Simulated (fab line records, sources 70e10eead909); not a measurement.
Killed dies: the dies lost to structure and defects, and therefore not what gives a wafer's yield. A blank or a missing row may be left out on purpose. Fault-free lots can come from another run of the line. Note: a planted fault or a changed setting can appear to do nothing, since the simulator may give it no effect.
Struck lot and sound lot, side by side    flow nandHarc    15 out of 1302 route steps
Sound: wafers L543.1, L543.2, L543.6. Wafers L553.2, L553.4, L553.5 were the ones struck. The cause comes at the end.
For every step that has rows: the tool of each side, followed by ch and its chambers, followed by its first start. Under that, the readings that differ: sound wafers    struck wafers    difference of the means    sigmas: that difference in standard deviations of wafers without a fault.
alike: a reading whose means differ by less than 2 such deviations, as well as words and numbers matching on both sides. not compared: withheld readings; readings where some wafer has no value; bounds like >300 that might hide an equal value; numbers whose values overlap and for which the record gives no deviation.
The two part at a step that has a row with sigmas, a row that says differs or no value, or rows on one side only. When numbers do not overlap yet have no deviation, they are printed without sigmas and do not part them. A reading missing from all wafers of one side parts the sides only when that side holds two or more wafers.

first, 1 step without rows for these wafers: NHARC_P_ZERO_WELL_HARDBAKE_53 (time 80 s).
NHARC_P_ZERO_WELL_DESCUM_54: chemistry O2, time 3 s.
  sound on rieDiel-07 ch 1,2,3, day 5 09:49; struck on rieDiel-04 ch 0,2, day 9 13:56
reading                       sound              struck             difference  sigmas
oesProductAu (a.u.)           0.996 0.996 0.979  1.004 1.015 1.009  +0.019      +2
showerheadPlenumPTorr (Torr)  2.01 1.92 2.02     1.79 1.81 1.81     -0.18       -2
  alike: drypumpMotorCurrentA, rfVppV, throttleValvePct
  not compared: rfHoursCounterH
then, 5 steps without rows for these wafers: NHARC_P_ZERO_WELL_IMPLANT_55; NHARC_P_ZERO_WELL_IMPLANT_61; NHARC_P_ZERO_WELL_STRIP_56 (strips in SPM, time 840 s); NHARC_P_ZERO_WELL_PRECLEAN_68 (cleans in SC1, time 60 s); NHARC_P_ZERO_WELL_SRD_69.
NHARC_P_ZERO_WELL_RTA_42: time 300 s.
  sound on rtpAnneal-01 ch 0, day 5 10:46; struck on rtpAnneal-01 ch 0, day 9 15:01
  alike: lampPowerPct, lamp_zone_3_pct, wafer_temp_C_max
NHARC_P_ZERO_WELL_INSPECT_43:
  struck on defectInspect-01, day 9 15:36; sound on defectInspect-01, day 5 11:28
  alike: rawDefectCount
then, 3 steps without rows for these wafers: NHARC_P_STI_ETCH_26 (etches SiO2 in dHF, target depth 11 nm); NHARC_P_STI_PRECLEAN_27 (cleans in SC1); NHARC_P_STI_SRD_28.
NHARC_P_STI_OXIDE_29: material SiO2, target thk 10 nm, ox time 1362 s.
  sound on furnace-07 ch 0, day 5 17:02; struck on furnace-07 ch 0, day 10 02:23
  alike: tubeCenterTempC, zonePowerLowerPct, zonePowerUpperPct
then, 2 steps without rows for these wafers: NHARC_P_STI_HM_DEP_30 (deposits Si3N4, target thk 80 nm, time 873 s); NHARC_END_SORT_01.

## WHERE THEY PART
NHARC_P_ZERO_WELL_DESCUM_54 only, going by this record. Later steps at which nothing parts them and some readings are alike: NHARC_P_ZERO_WELL_RTA_42, NHARC_P_ZERO_WELL_INSPECT_43, NHARC_P_STI_OXIDE_29.

WHY: what the simulator had put in
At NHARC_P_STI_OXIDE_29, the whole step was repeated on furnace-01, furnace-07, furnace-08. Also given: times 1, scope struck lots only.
